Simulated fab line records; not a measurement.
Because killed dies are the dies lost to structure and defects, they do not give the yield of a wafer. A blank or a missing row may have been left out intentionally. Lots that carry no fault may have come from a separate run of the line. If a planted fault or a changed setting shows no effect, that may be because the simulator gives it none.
The tool behind it: which one?    flow nand_harc    24 lots with 72 wafers sampled at 3 steps, on a route of 1159 steps

WHAT EACH GAUGE READ, for each wafer
NHARC_A_CONTACT_CD_MEAS_42: target cd 200 nm.
lot   measured      on         cd_nm (nm)
L074  day 16 04:44  cd_sem-01  200.4 200.7 200.3
L076  day 16 20:11  cd_sem-02  199.7 200.3 200.3
L077  day 16 16:22  cd_sem-03  199.6 200.5 199.7
L075  day 16 17:59  cd_sem-02  200.3 200.8 200.3
L078  day 17 01:22  cd_sem-01  200.4 200.3 200.0
L080  day 17 18:34  cd_sem-02  200.7 200.5 199.8
L079  day 17 20:45  cd_sem-03  199.9 199.4 199.7
L083  day 18 11:20  cd_sem-02  200.5 200.9 201.2
L081  day 18 09:12  cd_sem-01  199.6 200.9 200.6
L084  day 18 20:37  cd_sem-03  200.4 200.4 200.5
L082  day 18 20:55  cd_sem-03  200.5 200.9 200.3
L085  day 19 12:46  cd_sem-02  200.7 200.4 200.2
L089  day 19 16:31  cd_sem-03  199.6 199.6 200.3
L086  day 19 18:23  cd_sem-03  200.6 199.5 199.6
L087  day 19 11:03  cd_sem-03  200.8 199.5 200.5
L090  day 20 07:18  cd_sem-02  200.6 200.1 200.4
L088  day 20 08:40  cd_sem-01  200.3 200.6 199.8
L091  day 20 18:21  cd_sem-03  200.0 199.6 199.5
L092  day 20 18:31  cd_sem-01  199.8 199.9 199.7
L094  day 21 11:28  cd_sem-01  200.7 199.8 200.2
L093  day 21 13:39  cd_sem-01  199.4 199.5 200.5
L095  day 21 16:46  cd_sem-03  200.3 201.0 200.2
L096  day 22 13:28  cd_sem-03  200.0 200.9 201.1
L097  day 23 01:48  cd_sem-01  199.6 200.5 200.3

WHICH TOOL RAN EACH LOT (tool, then ch and the chambers of the sampled wafers, then the start)
lot   NHARC_A_WL_FILL_ALD_00            NHARC_A_WL_FILL_ALD_02
L074  ald_hk-01 ch 0,1, day 14 20:41    ald_metal-02 ch 0,1,2, day 14 21:13
L076  ald_hk-03 ch 0,2,3, day 15 07:23  ald_metal-02 ch 0,1,3, day 15 07:52
L077  ald_hk-01 ch 2,3, day 15 07:24    ald_metal-01 ch 2,3, day 15 08:02
L075  ald_hk-02 ch 1,2,3, day 15 07:26  ald_metal-02 ch 0,1, day 15 08:09
L078  ald_hk-02 ch 0,1,2, day 15 11:00  ald_metal-02 ch 0,1,2, day 15 11:28
L080  ald_hk-03 ch 0,3, day 16 10:41    ald_metal-01 ch 1,3, day 16 11:13
L079  ald_hk-02 ch 1,2,3, day 16 10:46  ald_metal-03 ch 0,3, day 16 11:15
L083  ald_hk-01 ch 0,1,3, day 17 03:13  ald_metal-03 ch 1,2,3, day 17 03:41
L081  ald_hk-01 ch 0,1,2, day 17 03:26  ald_metal-01 ch 2,3, day 17 03:55
L084  ald_hk-01 ch 0,2,3, day 17 06:20  ald_metal-02 ch 1,3, day 17 06:49
L082  ald_hk-03 ch 2,3, day 17 06:22    ald_metal-01 ch 0,3, day 17 06:51
L085  ald_hk-01 ch 0,2,3, day 17 23:47  ald_metal-02 ch 0,3, day 18 00:17
L089  ald_hk-01 ch 1,2, day 17 23:57    ald_metal-01 ch 0,2, day 18 00:27
L086  ald_hk-02 ch 0,1,2, day 18 00:10  ald_metal-02 ch 1,3, day 18 00:47
L087  ald_hk-01 ch 1,2,3, day 18 00:10  ald_metal-03 ch 0,1,3, day 18 00:42
L090  ald_hk-02 ch 1,2, day 18 20:20    ald_metal-02 ch 0,1,2, day 18 20:54
L088  ald_hk-02 ch 0,2,3, day 18 20:30  ald_metal-01 ch 0,1,2, day 18 21:01
L091  ald_hk-03 ch 1,2,3, day 19 05:58  ald_metal-01 ch 0,2, day 19 06:25
L092  ald_hk-01 ch 1,2,3, day 19 05:59  ald_metal-02 ch 0,2,3, day 19 06:36
L094  ald_hk-02 ch 0,1,2, day 19 21:49  ald_metal-02 ch 0,1,2, day 19 22:20
L093  ald_hk-03 ch 0,1,2, day 19 21:54  ald_metal-03 ch 0,1,3, day 19 22:19
L095  ald_hk-02 ch 0,1,3, day 20 01:29  ald_metal-02 ch 1,3, day 20 02:07
L096  ald_hk-02 ch 0,1,3, day 21 01:49  ald_metal-02 ch 0,2, day 21 02:28
L097  ald_hk-02 ch 0,1, day 21 01:57    ald_metal-03 ch 0,2,3, day 21 02:38
- NHARC_A_WL_FILL_ALD_00: deposits Al2O3, target thk 3 nm, pulse time 3 s, ald cycles 30.
- NHARC_A_WL_FILL_ALD_02: deposits TiN, target thk 2 nm, pulse time 3 s, ald cycles 100.

AS READ BY THE TOOLS THEMSELVES (means over the sampled wafers that have a number; for cases with no such wafer, the mark the record gives instead)
NHARC_A_WL_FILL_ALD_00.
lot   tool       heater_power_w (W)  precursor_pulse_height_rel
L074  ald_hk-01  455                 1.008
L076  ald_hk-03  439                 0.982
L077  ald_hk-01  457                 0.989
L075  ald_hk-02  479                 1.009
L078  ald_hk-02  471                 0.977
L080  ald_hk-03  467                 0.995
L079  ald_hk-02  477                 0.996
L083  ald_hk-01  458                 0.996
L081  ald_hk-01  457                 1.001
L084  ald_hk-01  465                 0.992
L082  ald_hk-03  421                 1.017
L085  ald_hk-01  460                 0.988
L089  ald_hk-01  447                 0.994
L086  ald_hk-02  479                 0.991
L087  ald_hk-01  451                 0.995
L090  ald_hk-02  473                 0.980
L088  ald_hk-02  454                 0.993
L091  ald_hk-03  470                 1.011
L092  ald_hk-01  438                 0.998
L094  ald_hk-02  482                 1.010
L093  ald_hk-03  452                 1.000
L095  ald_hk-02  484                 0.986
L096  ald_hk-02  482                 1.001
L097  ald_hk-02  522                 0.995

NHARC_A_WL_FILL_ALD_02.
lot   tool          heater_power_w (W)  precursor_pulse_height_rel
L074  ald_metal-02  1169                0.986
L076  ald_metal-02  1081                1.010
L077  ald_metal-01  1111                1.006
L075  ald_metal-02  1145                1.003
L078  ald_metal-02  1178                1.004
L080  ald_metal-01  1086                1.010
L079  ald_metal-03  985                 1.007
L083  ald_metal-03  1139                0.990
L081  ald_metal-01  1105                1.017
L084  ald_metal-02  1123                1.010
L082  ald_metal-01  1061                0.996
L085  ald_metal-02  1042                1.003
L089  ald_metal-01  1030                0.993
L086  ald_metal-02  1014                1.019
L087  ald_metal-03  1074                1.012
L090  ald_metal-02  1160                0.975
L088  ald_metal-01  1080                0.985
L091  ald_metal-01  1103                1.011
L092  ald_metal-02  1051                0.999
L094  ald_metal-02  1192                1.006
L093  ald_metal-03  1072                0.988
L095  ald_metal-02  1108                1.007
L096  ald_metal-02  1147                0.985
L097  ald_metal-03  1057                1.009

THE ANSWER, worked out from the rows above alone
Rule: the usual values come from the lots themselves. Put in order of their means at a reading, lots are off if they are a third of the lots or fewer, leave a main group of 4 or more, and stand apart from it by a gap of 3 or more times the standard deviation of the main group's means; of several such gaps the widest counts. Not used: any main group whose means are identical at the precision the tables above print for the reading. A lot without any number at a reading at which 4 lots or more have one is off too. Where the step has rows for the other lots, those lots are counted as sound. Order of review: gauges by route order, followed by the tools' own readings, for which a lot's mean as printed above is used. At the first step where some lot is off, the reading lying furthest off is the one used; lots without a number count as furthest.
Across all readings shown, no lot is off: no conclusion can be drawn from this.

WHAT THE SIMULATOR HAD INSERTED
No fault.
